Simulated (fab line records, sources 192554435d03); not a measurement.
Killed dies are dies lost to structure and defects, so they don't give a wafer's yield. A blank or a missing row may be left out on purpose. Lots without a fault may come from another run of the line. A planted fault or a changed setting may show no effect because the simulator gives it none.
Chamber matching | flow n5_finfet | N5_BEOL_M1_ETCH_74 on rie_diel-03: 4 sister chambers
The step etches underlayer in N2/H2, target depth 6.5 nm, time 5.2 s. 8 wafers are shown with their chamber, then 9 later ones without.

WAFERS WITH THEIR CHAMBER
wafer  | chamber | showerhead_plenum_p_Torr (Torr) | drypump_motor_current_A (A)
L079.2 | 0       | 2.41                            | 5.2
L080.3 | 3       | 2.48                            | 4.8
L086.1 | 1       | 2.58                            | 5.9
L086.2 | 2       | 2.68                            | 5.4
L086.3 | 0       | 2.41                            | 5.3
L090.3 | 3       | 2.48                            | 4.7
L090.5 | 1       | 2.57                            | 6.0
L090.6 | 2       | 2.67                            | 5.4

WAFERS WITHOUT THEIR CHAMBER
wafer  | showerhead_plenum_p_Torr (Torr) | drypump_motor_current_A (A)
L091.2 | 2.47                            | 4.7
L091.4 | 2.57                            | 5.9
L091.5 | 2.67                            | 5.4
L095.3 | 2.47                            | 4.8
L095.4 | 2.57                            | 5.9
L095.5 | 2.47                            | 4.7
L096.3 | 2.72                            | 5.2
L096.4 | 2.56                            | 5.9
L096.5 | 2.57                            | 5.9

WHICH CHAMBER EACH WENT THROUGH
wafer  | from the rows above | in truth
L091.2 | 3                   | 3
L091.4 | 1                   | 1
L091.5 | 2                   | 2
L095.3 | 3                   | 3
L095.4 | 1                   | 1
L095.5 | 3                   | 3
L096.3 | 2                   | 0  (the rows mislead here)
L096.4 | 1                   | 1
L096.5 | 1                   | 1
Placed correctly: 8 of 9. Can't be placed from these rows: 0. Placed wrongly: 1.
How it was worked out, from the rows above alone: a wafer's distance from a chamber is the root of the sum, over the readings, of the square of ((its reading less the chamber's mean) divided by the reading's scatter). The wafer belongs to the nearest chamber; if the next one is less than 2 further off, it can't be placed. A chamber's mean is the mean of its shown wafers. The scatter: the root of (the sum of the squares of (reading less its chamber's mean) over the shown wafers, divided by (wafers less chambers)).
